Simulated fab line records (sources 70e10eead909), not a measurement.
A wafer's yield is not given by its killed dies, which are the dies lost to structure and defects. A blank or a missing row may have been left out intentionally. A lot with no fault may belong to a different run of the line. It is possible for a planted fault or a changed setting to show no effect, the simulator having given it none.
Chamber matching ; flow nand_harc ; 4 sister chambers for NHARC_A_CHANNEL_FILL_D1_ALD_14 on ald_hk-03
The step deposits SiO2, target thk 2.5 nm, pulse time 10 s, ald cycles 25. 8 wafers are shown with their chamber, then 7 later ones without.

WAFERS, EACH WITH ITS CHAMBER
wafer;chamber;heater_power_w (W);susceptor_temp_C (C)
L081.3;2;482;300.15
L081.4;3;486;299.60
L081.6;1;570;300.22
L082.1;2;488;299.71
L082.4;0;482;300.23
L082.6;3;490;299.77
L089.1;0;475;299.84
L089.3;1;573;299.96

WAFERS WITHOUT THEIR CHAMBER
wafer;heater_power_w (W);susceptor_temp_C (C)
L089.6;586;299.65
L090.1;490;299.59
L090.3;486;299.56
L090.5;472;299.63
L097.2;476;300.02
L097.3;555;300.45
L097.6;482;299.99

EACH ONE'S CHAMBER
wafer;from the rows above;in truth
L089.6;1;1
L090.1;can't be placed: 3 or 2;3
L090.3;can't be placed: 3 or 2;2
L090.5;can't be placed: 0 or 2 or 3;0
L097.2;can't be placed: 0 or 2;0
L097.3;1;1
L097.6;can't be placed: 2 or 0 or 3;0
Correctly placed: 2 of 7. From these rows, 5 cannot be placed; in 5 the true chamber is one of the candidates. Placed wrongly: 0.
How it was worked out, from the rows above alone: a wafer's distance from a chamber is the root of the sum, over the readings, of the square of ((its reading less the chamber's mean) divided by the reading's scatter). The wafer belongs to the nearest chamber; if the next one is less than 2 further off, it can't be placed. For every chamber, the mean is computed from those of its wafers that are shown. The scatter: take each reading less its chamber's mean, square it, sum over the shown wafers, divide by the number of wafers less the number of chambers, and take the root.
